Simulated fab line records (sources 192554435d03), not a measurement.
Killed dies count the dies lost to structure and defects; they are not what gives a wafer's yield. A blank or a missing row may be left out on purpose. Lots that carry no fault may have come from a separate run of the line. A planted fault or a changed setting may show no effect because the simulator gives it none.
fab line records ; flow n5-finfet
record: lots: 10; wafers: 27; last-day: 18
route steps=1938 shown BEOL_M4@1111 BEOL_M5@1145 PAD_METAL@1894 PASSIVATION@1931 END@1938
lots untouched by any fault: they come from a run of this same line in which no faults occurred
start-h: the number of hours between the record's first day and the start of the first shown wafer of the lot ; wait-h: hours since the lot's step before ; " repeats the value in the row above ; L1.1+2: a single row standing in for several wafers ; - no value present, or no start provided ; * or withheld: withheld ; < > ~ a bound
route shown NAME@n: names a module that has steps shown in the file, with the first one's number in the route ; usual: average and standard deviation across the fault-free wafers ; same: alike in all rows ; chamber/n: place in a boat ; sites: per-site readings ; _std_site: how widely they spread, as a standard deviation ; _edge_site: the outer-site mean with the inner-site mean subtracted ; radius-mm: how far each site lies from the wafer's centre ; mask NAME#n: copy n ; behind: the most recent tool/chamber to have shaped the wafer ; hold: why the lot went on hold/how many hours it stayed there/how the hold came to an end ; device: names the non-switching transistor (n, p or np) ; end of line: the same wafers' tests at the end of the route ; step lacking rows: just its recipe ; killed: dies that structure and defects cost at the first sort, which is not the same as the wafer's yield ; map: a wafer's dies, x killed, . not, _ none there
set.NAME: the run value of the setting; set.NAME@STEP: its run value at that earlier step ; model.NAME: the simulator's own value behind a step, which no gauge read
a sample of lots followed through the steps of the route, with each step as a table and each wafer as a row
services: a tool's chamber out of use, with start hour (start-h, from the record's first day; less than 0 if before it), hours out, and reason
== steps ==
step: N5_BEOL_M4_RC_MEAS_101
usual: DIBL_N: 36.0/1.7; DIBL_P: 36.2/2.3; IOFF_N: 0.16/0.03; IOFF_P: 0.21/0.036; ION_N: 679/11; ION_P: 465/7.1; SS_N: 71.4/0.58; SS_P: 73.3/0.75; VT_N: 249/3.1; VT_P: -251/3.5
lot.wafer;tool;chamber;start-h;wait-h;DIBL_N[mV/V];DIBL_P[mV/V];IOFF_N[nA/um];IOFF_P[nA/um];ION_N[uA/um];ION_P[uA/um];SS_N[mV/dec];SS_P[mV/dec];VT_N[mV];VT_P[mV]
L574.2;prober-01;0;189.24;0.2;33.9;33.3;0.14;0.19;673;461;71.0;73.1;248;-250
L574.3;prober-01;0;189.24;0.2;32.7;31.5;0.12;0.17;665;459;70.9;72.2;252;-253
L574.5;prober-01;0;189.24;0.2;35.4;35.5;0.15;0.21;683;467;70.4;72.8;249;-249
L581.1;prober-01;0;210.02;0.0;37.9;40.0;0.17;0.19;677;452;72.1;74.2;251;-259
L581.6;prober-01;0;210.02;0.0;38.0;40.4;0.19;0.20;688;453;72.6;74.5;248;-258
L580.5;prober-01;0;214.48;0.6;34.2;34.3;0.13;0.19;670;454;71.1;73.6;251;-250
L580.6;prober-01;0;214.48;0.6;36.1;35.9;0.17;0.21;683;465;72.0;73.6;249;-251
L582.4;prober-01;0;230.55;0.5;35.2;36.6;0.13;0.20;650;455;71.3;74.1;254;-251
L582.5;prober-01;0;230.55;0.5;36.2;37.4;0.15;0.22;667;455;71.1;72.5;251;-250
L582.6;prober-01;0;230.55;0.5;35.6;35.9;0.14;0.18;665;458;71.6;73.0;254;-254
L584.1;prober-01;0;250.71;0.0;33.8;34.2;0.14;0.20;687;469;71.0;72.1;248;-251
L584.5;prober-01;0;250.71;0.0;33.5;33.8;0.14;0.19;684;473;70.9;73.0;249;-251
L587.1;prober-02;0;260.33;0.0;36.4;36.9;0.16;0.22;679;467;71.7;73.8;252;-250
L587.3;prober-02;0;260.33;0.0;35.0;34.7;0.14;0.18;657;456;71.7;72.3;252;-252
L587.4;prober-02;0;260.33;0.0;39.0;40.1;0.22;0.26;684;472;71.9;74.4;246;-248
L590.1;prober-01;0;267.34;0.0;36.2;35.9;0.15;0.17;675;463;70.9;73.1;249;-255
L590.3;prober-01;0;267.34;0.0;34.1;33.0;0.11;0.14;664;456;71.0;72.5;254;-258
L590.6;prober-01;0;267.34;0.0;34.0;33.6;0.11;0.15;664;462;70.4;71.6;254;-254
L591.1;prober-02;0;280.22;0.0;39.7;41.2;0.23;0.28;703;477;72.0;73.9;244;-247
L591.4;prober-02;0;280.22;0.0;36.6;37.7;0.15;0.22;672;469;71.9;73.8;249;-250
L591.5;prober-02;0;280.22;0.0;36.5;37.4;0.15;0.20;681;469;71.9;72.5;249;-250
L596.2;prober-01;0;316.38;0.2;37.0;37.6;0.16;0.22;687;469;71.7;73.4;250;-251
L596.3;prober-01;0;316.38;0.2;36.6;37.2;0.17;0.22;683;462;71.3;73.8;247;-252
L596.5;prober-01;0;316.38;0.2;38.6;39.7;0.20;0.27;688;470;72.0;74.9;245;-249
L595.3;prober-02;0;321.16;0.3;34.0;35.8;0.13;0.17;665;456;70.7;72.6;254;-252
L595.4;prober-02;0;321.16;0.3;40.8;43.6;0.28;0.32;701;481;72.3;74.5;241;-247
L595.6;prober-02;0;321.16;0.3;36.5;37.9;0.16;0.22;672;462;72.2;72.9;253;-250
step: N5_BEOL_M5_EXPOSE_25
recipe: mask-id: V4; na: 0.33; source-shape: quasar; sigma-inner: 0.2; sigma-outer: 0.6; polarization: unpolarized; defocus-nm: 10; dose-mj: 52.75
usual: stage-msd-nm: 0.85/0.052
same: dipole-opening-deg: 60
lot.wafer;tool;chamber;start-h;wait-h;mask;stage-msd-nm
L574.2;euv-scanner-01;0;192.85;-;V4#0;0.80
L574.3;euv-scanner-01;0;192.85;-;V4#0;0.80
L574.5;euv-scanner-01;0;192.85;-;V4#0;0.80
L581.1;euv-scanner-02;0;218.55;-;V4#0;0.90
L581.6;euv-scanner-02;0;218.55;-;V4#0;0.90
L580.5;euv-scanner-01;0;222.04;-;V4#0;0.80
L580.6;euv-scanner-01;0;222.04;-;V4#0;0.80
L582.4;euv-scanner-02;0;235.65;-;V4#0;0.90
L582.5;euv-scanner-02;0;235.65;-;V4#0;0.90
L582.6;euv-scanner-02;0;235.65;-;V4#0;0.90
L584.1;euv-scanner-02;0;256.12;-;V4#0;0.90
L584.5;euv-scanner-02;0;256.12;-;V4#0;0.90
L587.1;euv-scanner-01;0;265.92;-;V4#0;0.80
L587.3;euv-scanner-01;0;265.92;-;V4#0;0.80
L587.4;euv-scanner-01;0;265.92;-;V4#0;0.80
L590.1;euv-scanner-01;0;273.72;-;V4#0;0.80
L590.3;euv-scanner-01;0;273.72;-;V4#0;0.80
L590.6;euv-scanner-01;0;273.72;-;V4#0;0.80
L591.1;euv-scanner-01;0;283.97;-;V4#0;0.79
L591.4;euv-scanner-01;0;283.97;-;V4#0;0.80
L591.5;euv-scanner-01;0;283.97;-;V4#0;0.80
L596.2;euv-scanner-01;0;324.23;-;V4#0;0.79
L596.3;euv-scanner-01;0;324.23;-;V4#0;0.79
L596.5;euv-scanner-01;0;324.23;-;V4#0;0.79
L595.3;euv-scanner-01;0;326.28;-;V4#0;0.79
L595.4;euv-scanner-01;0;326.28;-;V4#0;0.79
L595.6;euv-scanner-01;0;326.28;-;V4#0;0.79
step: N5_PASSIVATION_PRE_CLEAN_19
recipe: gas: H2/He; time-s: *; temp-c: *
usual: heater-power-w: 442/31; susceptor-temp-C: *
lot.wafer;tool;chamber;start-h;wait-h;heater-power-w;susceptor-temp-C
L574.2;pvd-sputter-03;-;285.06;0.0;462;*
L574.3;pvd-sputter-03;-;285.06;0.0;478;*
L574.5;pvd-sputter-03;-;285.06;0.0;455;*
L581.1;pvd-sputter-02;-;320.44;0.0;395;*
L581.6;pvd-sputter-02;-;320.44;0.0;484;*
L580.5;pvd-sputter-02;-;332.75;0.0;425;*
L580.6;pvd-sputter-02;-;332.75;0.0;494;*
L582.4;pvd-sputter-03;-;341.42;0.0;477;*
L582.5;pvd-sputter-03;-;341.42;0.0;447;*
L582.6;pvd-sputter-03;-;341.42;0.0;483;*
L584.1;pvd-sputter-03;-;358.90;0.0;410;*
L584.5;pvd-sputter-03;-;358.90;0.0;455;*
L587.1;pvd-sputter-02;-;373.53;0.0;386;*
L587.3;pvd-sputter-02;-;373.53;0.0;432;*
L587.4;pvd-sputter-02;-;373.53;0.0;507;*
L590.1;pvd-sputter-02;-;374.59;0.0;425;*
L590.3;pvd-sputter-02;-;374.59;0.0;396;*
L590.6;pvd-sputter-02;-;374.59;0.0;415;*
L591.1;pvd-sputter-03;-;379.15;0.0;453;*
L591.4;pvd-sputter-03;-;379.15;0.0;467;*
L591.5;pvd-sputter-03;-;379.15;0.0;460;*
L596.2;pvd-sputter-03;-;410.52;0.0;473;*
L596.3;pvd-sputter-03;-;410.52;0.0;403;*
L595.3;pvd-sputter-03;-;416.98;0.0;413;*
L595.6;pvd-sputter-03;-;416.98;0.0;441;*
step: N5_PASSIVATION_STRIP_48
recipe: chemistry: O2; power-w: 600; temp-c: 60; pressure-mtorr: 30; rf-frequency-hz: 6e+07; bias-power-w: 0; overash-fraction: 0.5; o2-flow-sccm: 225
usual: drypump-motor-current-A: 5.7/0.42; oes-product-au: 0.81/0.057; rf-vpp-V: 3.3/2.2; showerhead-plenum-p-Torr: 2.11/0.059; temp-c: 60.01/0.12; throttle-valve-pct: 16.66/0.17
lot.wafer;tool;chamber;start-h;wait-h;drypump-motor-current-A;oes-product-au;rf-hours-counter-h;rf-vpp-V;showerhead-plenum-p-Torr;temp-c;throttle-valve-pct
L574.2;rie-diel-05;3;288.51;0.1;6.3;0.90;25;4.7;2.13;60.04;16.40
L574.3;rie-diel-05;1;288.51;0.1;5.8;0.85;73;1.8;2.02;60.02;16.68
L574.5;rie-diel-05;3;288.51;0.1;6.3;0.88;-;4.4;2.12;60.10;16.50
L581.1;rie-diel-06;0;323.76;0.1;5.4;0.67;211;0;2.08;60.06;16.97
L581.6;rie-diel-06;3;323.76;0.1;5.1;0.85;-;3.8;2.15;60.20;16.66
L580.5;rie-diel-05;1;336.25;0.0;5.9;0.82;-;1.1;2.02;59.97;16.73
L580.6;rie-diel-05;0;336.25;0.0;5.6;0.72;-;4.6;2.10;60.03;16.45
L582.4;rie-diel-05;2;344.80;0.1;5.8;0.80;104;5.3;2.03;59.96;16.92
L582.5;rie-diel-05;3;344.80;0.1;6.3;0.87;-;2.5;2.12;60.18;16.52
L582.6;rie-diel-05;0;344.80;0.1;5.7;0.74;-;3.7;2.10;60.10;16.45
L584.1;rie-diel-01;0;362.13;0.1;5.4;0.78;131;3.0;2.12;60.09;16.74
L584.5;rie-diel-01;1;362.13;0.1;6.1;0.75;-;3.6;2.10;60.14;16.83
L587.1;rie-diel-05;3;376.93;0.1;6.3;0.83;59;2.7;2.11;60.06;16.53
L587.3;rie-diel-05;1;376.93;0.1;5.9;0.83;106;0;2.01;59.94;16.82
L587.4;rie-diel-05;2;376.93;0.1;5.8;0.79;118;0.9;2.03;59.87;16.92
L590.1;rie-diel-01;0;377.92;0.1;5.4;0.79;136;0.3;2.12;60.06;16.77
L590.3;rie-diel-01;3;377.92;0.1;5.6;0.90;34;3.9;2.14;60.22;16.61
L590.6;rie-diel-01;3;377.92;0.1;5.6;0.85;-;0.3;2.15;59.87;16.65
L591.1;rie-diel-01;0;382.27;0.1;5.4;0.78;138;3.0;2.12;60.04;16.75
L591.4;rie-diel-01;1;382.27;0.1;6.1;0.75;156;0;2.10;59.90;16.86
L591.5;rie-diel-01;3;382.27;0.1;5.6;0.89;-;0.2;2.15;60.01;16.60
L596.2;rie-diel-05;1;413.87;0.1;5.9;0.80;120;3.3;2.01;59.95;16.88
L596.3;rie-diel-05;3;413.87;0.1;6.3;0.79;72;0;2.11;60.20;16.51
L595.3;rie-diel-01;3;420.01;0.1;5.6;0.88;48;5.7;2.14;59.92;16.61
L595.6;rie-diel-01;3;420.01;0.1;5.6;0.83;-;2.3;2.14;60.20;16.61
step: N5_PASSIVATION_PROBE_49
usual: defect-limited-yield: 91.3/1.5; killed_at_M0_to_M3: 31/11; killed_at_M4_up: 14/5.1; killed-at-contacts: 12/5.6; killed-at-front-end: 42/12; killed-at-other: 3.8/2.9; killed-dies: 103/18; killed-on-rim: 14/4.5; killed-open: 67/14; killed-short: 33/8; sort_bin_5_function: 5.1/1; sort_bin_6_memory: 3.2/0.75; sort-n-pass: 1077/18; sort-yield-pct: 91.3/1.5
same: gross-dies: 1180; killed-at-back-side: 0; sort_bin_4_leakage[%]: 0; sort_bin_8_speed[%]: 0
lot.wafer;tool;chamber;start-h;wait-h;defect-limited-yield[%];killed_at_M0_to_M3;killed_at_M4_up;killed-at-contacts;killed-at-front-end;killed-at-other;killed-dies;killed-on-rim;killed-open;killed-short;sort_bin_5_function[%];sort_bin_6_memory[%];sort-n-pass;sort-yield-pct[%]
L574.2;prober-02;-;291.91;0.9;90.8;41;10;22;36;0;109;14;72;34;5.1;3.8;1071;90.8
L574.3;prober-02;-;291.96;0.9;90.1;39;7;15;54;2;117;16;76;40;5.9;3.6;1063;90.1
L574.5;prober-02;-;292.06;1.0;92.0;40;8;15;25;6;94;8;65;26;5.0;2.4;1086;92.0
L581.1;prober-01;-;326.26;0.0;90.7;34;20;15;34;7;110;19;65;42;5.2;3.7;1070;90.7
L581.6;prober-01;-;326.51;0.3;91.8;29;13;10;44;1;97;8;64;33;4.3;3.5;1083;91.8
L580.5;prober-01;-;339.62;0.2;93.2;17;12;9;36;6;80;9;49;31;4.0;2.5;1100;93.2
L580.6;prober-01;-;339.67;0.3;92.0;22;16;8;45;3;94;14;64;29;4.2;3.4;1086;92.0
L582.4;prober-02;-;349.86;2.6;93.5;8;12;7;44;6;77;10;45;31;3.7;2.7;1103;93.5
L582.5;prober-02;-;349.91;2.6;92.2;14;21;4;41;12;92;14;58;30;4.2;3.1;1088;92.2
L582.6;prober-02;-;349.96;2.7;93.1;13;14;9;42;3;81;6;50;30;3.7;2.9;1099;93.1
L584.1;prober-01;-;364.64;0.0;92.4;26;9;13;36;6;90;11;53;31;4.3;2.7;1090;92.4
L584.5;prober-01;-;364.84;0.2;91.7;26;14;16;34;8;98;13;57;37;4.8;2.9;1082;91.7
L587.1;prober-01;-;379.42;0.0;91.7;20;10;20;45;3;98;13;69;28;4.7;3.6;1082;91.7
L587.3;prober-01;-;379.52;0.1;89.2;38;14;18;56;1;127;21;104;23;5.8;4.5;1053;89.2
L587.4;prober-01;-;379.57;0.2;90.7;35;9;25;35;6;110;12;74;35;6.1;3.1;1070;90.7
L590.1;prober-02;-;380.43;0.0;92.9;18;10;7;44;5;84;10;55;29;3.7;3.1;1096;92.9
L590.3;prober-02;-;380.53;0.1;92.3;43;12;3;28;5;91;8;54;33;5.0;1.9;1089;92.3
L590.6;prober-02;-;380.68;0.3;90.8;40;13;12;41;2;108;19;68;39;4.2;4.4;1072;90.8
L591.1;prober-01;-;384.76;0.0;92.7;32;8;16;28;2;86;11;56;28;4.5;2.5;1094;92.7
L591.4;prober-01;-;384.91;0.2;91.7;40;10;5;37;6;98;17;58;34;4.5;3.0;1082;91.7
L591.5;prober-01;-;384.96;0.2;93.8;26;14;11;20;2;73;6;46;27;3.2;3.0;1107;93.8
L596.2;prober-01;-;416.41;0.1;90.9;36;10;9;47;5;107;11;70;31;4.2;4.2;1073;90.9
L596.3;prober-01;-;416.46;0.1;90.7;27;19;14;48;2;110;13;72;38;5.6;3.4;1070;90.7
L596.5;prober-01;-;416.56;0.2;0;19;1105;7;47;2;1180;152;56;31;4.6;2.5;0;0
L595.3;prober-01;-;422.60;0.1;91.7;33;14;21;24;6;98;13;67;25;4.7;3.1;1082;91.7
L595.4;prober-01;-;422.65;0.2;0;31;1094;13;39;3;1180;152;75;22;4.8;3.5;0;0
L595.6;prober-01;-;422.75;0.3;92.8;40;12;10;20;3;85;13;62;22;4.1;2.6;1095;92.8
killed by level:class
L574.2 MOL_CONTACT_COAG:geometric-particle:open=19 BEOL_M0_SAQP:geometric-particle:short=15 BEOL_M0_SAQP:geometric-particle:open=14 GATE_CUT:geometric-particle:short=6 BEOL_M2:geometric-particle:open=6 STI_FIN_REVEAL:geometric-particle:open=5 FIN_SAQP:geometric-particle:open=4 SPACER0:geometric-particle:open=4
L574.3 FIN_SAQP:geometric-particle:open=16 BEOL_M0_SAQP:geometric-particle:open=15 MOL_CONTACT_COAG:geometric-particle:open=13 BEOL_M0_SAQP:geometric-particle:short=13 STI_FIN_REVEAL:geometric-particle:open=10 BEOL_M2:geometric-particle:short=5 STARTING-WAFER:geometric-particle:open=5 FIN_SAQP:geometric-particle:short=3
L574.5 BEOL_M0_SAQP:geometric-particle:open=14 MOL_CONTACT_COAG:geometric-particle:open=13 BEOL_M0_SAQP:geometric-particle:short=13 PASS1_CAP:geometric-particle:open=6 BEOL_M3:geometric-particle:open=5 STARTING-WAFER:geometric-particle:open=5 STARTING-WAFER:geometric-particle:short=5 BEOL_M1:geometric-particle:open=4
L581.1 MOL_CONTACT_COAG:geometric-particle:open=14 BEOL_M0_SAQP:geometric-particle:short=14 BEOL_M3:geometric-particle:open=7 BEOL_M0_SAQP:geometric-particle:open=6 FIN_SAQP:geometric-particle:short=5 FIN_SAQP:geometric-particle:open=5 STI_FIN_REVEAL:geometric-particle:open=5 BEOL_M5:geometric-particle:open=5
L581.6 STI_FIN_REVEAL:geometric-particle:open=10 MOL_CONTACT_COAG:geometric-particle:open=8 BEOL_M4:geometric-particle:open=8 BEOL_M0_SAQP:geometric-particle:open=7 FIN_SAQP:geometric-particle:open=6 FIN_SAQP:geometric-particle:short=6 GATE_CUT:geometric-particle:short=6 BEOL_M0_SAQP:geometric-particle:short=6
L580.5 FIN_SAQP:geometric-particle:short=11 DUMMY_GATE:geometric-particle:open=9 MOL_CONTACT_COAG:geometric-particle:open=6 BEOL_M5:geometric-particle:open=6 STI_FIN_REVEAL:geometric-particle:open=4 BEOL_M0_SAQP:geometric-particle:open=4 STARTING-WAFER:geometric-particle:open=4 MOL_CONTACT_COAG:geometric-particle:short=3
L580.6 FIN_SAQP:geometric-particle:open=15 FIN_SAQP:geometric-particle:short=13 BEOL_M1:geometric-particle:open=11 MOL_CONTACT_COAG:geometric-particle:open=8 BEOL_M4:geometric-particle:open=8 GATE_CUT:geometric-particle:open=6 GATE_CUT:geometric-particle:short=5 BEOL_M3:geometric-particle:open=3
L582.4 FIN_SAQP:geometric-particle:open=8 FIN_SAQP:geometric-particle:short=6 STI_FIN_REVEAL:geometric-particle:open=6 GATE_CUT:geometric-particle:short=6 MOL_CONTACT_COAG:geometric-particle:open=6 DUMMY_GATE:geometric-particle:short=4 DUMMY_GATE:geometric-particle:open=4 BEOL_M5:geometric-particle:open=4
L582.5 FIN_SAQP:geometric-particle:open=8 DUMMY_GATE:geometric-particle:open=8 FIN_SAQP:geometric-particle:short=7 BEOL_M4:geometric-particle:open=7 BEOL_M5:geometric-particle:open=6 PAD_METAL:geometric-particle:short=4 GATE_CUT:geometric-particle:short=3 BEOL_M0_SAQP:geometric-particle:open=3
L582.6 FIN_SAQP:geometric-particle:open=11 FIN_SAQP:geometric-particle:short=9 MOL_CONTACT_COAG:geometric-particle:open=8 DUMMY_GATE:geometric-particle:open=4 BEOL_M1:geometric-particle:open=4 BEOL_M4:geometric-particle:open=4 STI_FIN_REVEAL:geometric-particle:open=3 GATE_CUT:geometric-particle:short=3
L584.1 MOL_CONTACT_COAG:geometric-particle:open=9 FIN_SAQP:geometric-particle:short=6 BEOL_M3:geometric-particle:open=6 GATE_CUT:geometric-particle:short=5 STI_FIN_REVEAL:geometric-particle:open=5 BEOL_M0_SAQP:geometric-particle:open=5 BEOL_M2:geometric-particle:open=5 MOL_CONTACT_COAG:geometric-particle:short=4
L584.5 MOL_CONTACT_COAG:geometric-particle:open=12 FIN_SAQP:geometric-particle:open=7 BEOL_M3:geometric-particle:open=7 DUMMY_GATE:geometric-particle:open=6 BEOL_M0_SAQP:geometric-particle:open=6 BEOL_M2:geometric-particle:short=6 FIN_SAQP:geometric-particle:short=5 BEOL_M4:geometric-particle:open=5
L587.1 MOL_CONTACT_COAG:geometric-particle:open=16 FIN_SAQP:geometric-particle:open=10 FIN_SAQP:geometric-particle:short=7 STI_FIN_REVEAL:geometric-particle:open=7 DUMMY_GATE:geometric-particle:open=6 BEOL_M2:geometric-particle:open=6 BEOL_M5:geometric-particle:open=6 MOL_CONTACT_COAG:geometric-particle:short=4
L587.3 MOL_CONTACT_COAG:geometric-particle:open=16 FIN_SAQP:geometric-particle:open=15 DUMMY_GATE:geometric-particle:open=14 BEOL_M0_SAQP:geometric-particle:open=11 STI_FIN_REVEAL:geometric-particle:open=9 BEOL_M1:geometric-particle:open=9 BEOL_M4:geometric-particle:open=7 BEOL_M2:geometric-particle:open=6
L587.4 MOL_CONTACT_COAG:geometric-particle:open=19 BEOL_M0_SAQP:geometric-particle:open=11 STI_FIN_REVEAL:geometric-particle:open=10 FIN_SAQP:geometric-particle:open=7 BEOL_M2:geometric-particle:open=6 MOL_CONTACT_COAG:geometric-particle:short=6 BEOL_M0_SAQP:geometric-particle:short=5 GATE_CUT:geometric-particle:short=4
L590.1 FIN_SAQP:geometric-particle:open=12 STI_FIN_REVEAL:geometric-particle:open=12 FIN_SAQP:geometric-particle:short=11 MOL_CONTACT_COAG:geometric-particle:open=5 BEOL_M0_SAQP:geometric-particle:short=4 BEOL_M1:geometric-particle:open=4 DUMMY_GATE:geometric-particle:open=3 BEOL_M3:geometric-particle:open=3
L590.3 BEOL_M3:geometric-particle:open=10 BEOL_M0_SAQP:geometric-particle:short=8 BEOL_M1:geometric-particle:open=7 FIN_SAQP:geometric-particle:short=6 BEOL_M2:geometric-particle:open=6 BEOL_M0_SAQP:geometric-particle:open=5 FIN_SAQP:geometric-particle:open=4 GATE_CUT:geometric-particle:open=4
L590.6 FIN_SAQP:geometric-particle:open=18 BEOL_M3:geometric-particle:open=10 MOL_CONTACT_COAG:geometric-particle:open=8 FIN_SAQP:geometric-particle:short=7 BEOL_M2:geometric-particle:open=5 STI_FIN_REVEAL:geometric-particle:open=4 DUMMY_GATE:geometric-particle:open=4 BEOL_M0:geometric-particle:open=4
L591.1 MOL_CONTACT_COAG:geometric-particle:open=12 STI_FIN_REVEAL:geometric-particle:open=9 BEOL_M0_SAQP:geometric-particle:open=9 BEOL_M0_SAQP:geometric-particle:short=6 BEOL_M1:geometric-particle:short=5 GATE_CUT:geometric-particle:short=4 MOL_CONTACT_COAG:geometric-particle:short=4 BEOL_M2:geometric-particle:open=4
L591.4 BEOL_M1:geometric-particle:open=9 STI_FIN_REVEAL:geometric-particle:open=8 BEOL_M1:geometric-particle:short=8 BEOL_M0_SAQP:geometric-particle:short=7 BEOL_M0_SAQP:geometric-particle:open=7 BEOL_M4:geometric-particle:open=6 HKMG_FIN:area-etch=6 GATE_CUT:geometric-particle:short=5
L591.5 MOL_CONTACT_COAG:geometric-particle:open=8 BEOL_M1:geometric-particle:open=7 STARTING-WAFER:geometric-particle:open=5 BEOL_M3:geometric-particle:open=4 STARTING-WAFER:geometric-particle:short=4 DUMMY_GATE:geometric-particle:short=3 MOL_CONTACT_COAG:geometric-particle:short=3 BEOL_M0_SAQP:geometric-particle:open=3
L596.2 BEOL_M1:geometric-particle:open=10 FIN_SAQP:geometric-particle:open=8 FIN_SAQP:geometric-particle:short=7 STI_FIN_REVEAL:geometric-particle:open=7 MOL_CONTACT_COAG:geometric-particle:open=7 HKMG_FIN:area-etch=6 BEOL_M0:geometric-particle:open=5 DUMMY_GATE:geometric-particle:open=4
L596.3 STI_FIN_REVEAL:geometric-particle:open=9 MOL_CONTACT_COAG:geometric-particle:open=9 BEOL_M4:geometric-particle:open=9 FIN_SAQP:geometric-particle:open=8 BEOL_M3:geometric-particle:open=7 FIN_SAQP:geometric-particle:short=6 BEOL_M1:geometric-particle:open=5 MOL_CONTACT_COAG:geometric-particle:short=5
L596.5 BEOL_M5:area-expose=1093 FIN_SAQP:geometric-particle:open=15 FIN_SAQP:geometric-particle:short=10 MOL_CONTACT_COAG:geometric-particle:open=7 STI_FIN_REVEAL:geometric-particle:open=5 BEOL_M2:geometric-particle:open=5 STI_FIN_REVEAL:geometric-particle:short=3 GATE_CUT:geometric-particle:short=3
L595.3 MOL_CONTACT_COAG:geometric-particle:open=15 MOL_CONTACT_COAG:geometric-particle:short=6 BEOL_M1:geometric-particle:open=6 BEOL_M3:geometric-particle:open=6 STI_FIN_REVEAL:geometric-particle:open=5 BEOL_M0_SAQP:geometric-particle:open=5 BEOL_M2:geometric-particle:open=5 HKMG_FIN:area-etch=5
L595.4 BEOL_M5:area-expose=1081 FIN_SAQP:geometric-particle:open=15 MOL_CONTACT_COAG:geometric-particle:open=11 STI_FIN_REVEAL:geometric-particle:open=7 BEOL_M2:geometric-particle:open=6 BEOL_M0:geometric-particle:open=6 BEOL_M1:geometric-particle:open=6 FIN_SAQP:geometric-particle:short=5
L595.6 MOL_CONTACT_COAG:geometric-particle:open=9 BEOL_M1:geometric-particle:open=9 BEOL_M0_SAQP:geometric-particle:short=7 BEOL_M0_SAQP:geometric-particle:open=7 BEOL_M3:geometric-particle:open=7 BEOL_M4:geometric-particle:open=5 FIN_SAQP:geometric-particle:open=4 BEOL_M3:geometric-particle:short=4
step: N5_PASSIVATION_INSPECT_57
recipe: inspect-instrument: macro; mode: outgoing
usual: raw-defect-count: 2.2/1.5
lot.wafer;tool;chamber;start-h;wait-h;raw-defect-count
L574.2;defect-inspect-02;-;292.21;0.0;2
L574.3;defect-inspect-02;-;292.21;0.0;1
L574.5;defect-inspect-02;-;292.21;0.0;1
L581.1;defect-inspect-02;-;326.61;0.0;3
L581.6;defect-inspect-02;-;326.61;0.0;2
L580.5;defect-inspect-02;-;339.79;0.0;1
L580.6;defect-inspect-02;-;339.79;0.0;5
L582.4;defect-inspect-01;-;350.08;0.0;3
L582.5;defect-inspect-01;-;350.08;0.0;7
L582.6;defect-inspect-01;-;350.08;0.0;1
L584.1;defect-inspect-02;-;364.99;0.0;2
L584.5;defect-inspect-02;-;364.99;0.0;3
L587.1;defect-inspect-02;-;379.78;0.0;2
L587.3;defect-inspect-02;-;379.78;0.0;3
L587.4;defect-inspect-02;-;379.78;0.0;1
L590.1;defect-inspect-02;-;380.78;0.0;1
L590.3;defect-inspect-02;-;380.78;0.0;0
L590.6;defect-inspect-02;-;380.78;0.0;1
L591.1;defect-inspect-01;-;385.11;0.0;2
L591.4;defect-inspect-01;-;385.11;0.0;2
L591.5;defect-inspect-01;-;385.11;0.0;3
L596.2;defect-inspect-01;-;416.72;0.0;0
L596.3;defect-inspect-01;-;416.72;0.0;2
L595.3;defect-inspect-02;-;422.86;0.0;1
L595.6;defect-inspect-02;-;422.86;0.0;0
== services ==
tool;chamber;start-h;hours;kind
euv-scanner-01;-;200.66;1.0;pm
euv-scanner-01;-;217.55;1.8;repair
euv-scanner-02;-;219.86;6.2;pm
rie-diel-06;3;225.92;16.6;repair
euv-scanner-02;-;226.11;1.0;pm
euv-scanner-01;-;231.52;4.6;pm
euv-scanner-01;-;245.38;5.8;pm
euv-scanner-01;-;256.81;1.0;pm
euv-scanner-01;0;263.22;-;calibration
rie-diel-01;3;263.49;2.6;repair
euv-scanner-02;-;279.13;1.0;pm
rie-diel-05;-;290.15;2.6;repair
rie-diel-06;0;300.58;5.8;repair
euv-scanner-01;-;312.96;1.0;pm
euv-scanner-02;-;314.21;0.9;repair
euv-scanner-02;-;335.28;1.0;pm
rie-diel-06;-;348.84;2.8;pm
rie-diel-05;0;350.53;25.4;repair
euv-scanner-01;-;361.89;0.9;repair
euv-scanner-01;-;369.11;1.0;pm
euv-scanner-02;-;391.43;1.0;pm
rie-diel-05;0;403.52;2.4;repair
euv-scanner-01;-;404.15;4.6;pm
rie-diel-01;0;413.54;1.6;repair
== key ==
first-sign: step: N5_PASSIVATION_PROBE_49; reading: killed_at_M4_up; direction: up; sigmas: 99+; usual: 14; struck: 1100
effect: step: N5_PASSIVATION_PROBE_49; reading: sort-n-pass; direction: down; sigmas: 59; usual: 1077; struck: 0
more-kills-born-at: N5_BEOL_M5_EXPOSE_25@euv-scanner-01: 2174
met-at N5_BEOL_M5_EXPOSE_25
struck-lots L595,L596
struck-wafers L595.4,L596.5
later-rows-left-out L595.4,L596.5
not-acting-at N5_PASSIVATION_PRE_CLEAN_19,N5_PASSIVATION_STRIP_48,N5_PASSIVATION_INSPECT_57
onset-between 283.97 324.23
fault: kind: process-parameter-drift; tool: euv-scanner-01; chamber: -; onset-h: 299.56; steps: N5_BEOL_M5_EXPOSE_25; channel: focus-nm; offset: 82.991; shape: step; end-h: 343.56; scope: struck-wafers-only
later-rows-left-out: the simulator's readings of these wafers behind a module that went badly wrong aren't trusted and aren't shown, but for the sort
